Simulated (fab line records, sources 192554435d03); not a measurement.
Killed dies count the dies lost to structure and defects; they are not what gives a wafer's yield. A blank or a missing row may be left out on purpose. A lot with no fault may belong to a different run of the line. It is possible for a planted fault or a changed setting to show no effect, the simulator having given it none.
Chamber matching ; flow n5-finfet ; cvd-co-01 running N5_BEOL_M3_CO_CAP_55: 3 sister chambers
The step material Co, precursor CCTBA/H2, target thk 2 nm, time 102.1 s. 16 wafers are shown with their chamber, then 8 later ones without.

WAFERS PAIRED WITH THEIR CHAMBERS
wafer;chamber;heater-power-w (W)
L215.4;0;220
L215.5;1;248
L215.6;2;258
L217.3;0;214
L217.6;0;219
L219.1;1;245
L219.2;2;255
L220.3;1;245
L220.5;2;255
L224.2;2;256
L224.3;1;247
L224.6;2;260
L228.1;0;215
L228.5;0;215
L228.6;2;254
L235.2;0;214

SIGNATURES (means of the wafers above)
reading;chamber 0;chamber 1;chamber 2;scatter within a chamber
heater-power-w;216.17;246.25;256.33;2.27
Rule: for each reading, subtract the chamber's mean from the wafer's reading, divide by that reading's scatter and square the result; add these up over the readings and take the root, which gives the wafer's distance from the chamber. If the next closest chamber is less than 2 further off than the closest, the wafer can't be placed; otherwise it belongs to the closest. The scatter is the square root of a quotient: the sum, over the shown wafers, of each reading's squared deviation from its chamber's mean, divided by wafers minus chambers.

WAFERS WHOSE CHAMBER IS MISSING
wafer;heater-power-w (W)
L235.5;257
L235.6;216
L236.4;254
L236.5;217
L236.6;243
L237.2;251
L237.4;218
L237.6;260

WHICH CHAMBER EACH WENT THROUGH
wafer;from the rows above;in truth
L235.5;2;2
L235.6;0;0
L236.4;2;2
L236.5;0;0
L236.6;1;1
L237.2;can't be placed: 1 or 2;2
L237.4;0;0
L237.6;2;2
7 of 8 placed correctly. Not placeable from these rows: 1 (in 1, the candidates include the true chamber). 0 placed wrongly.
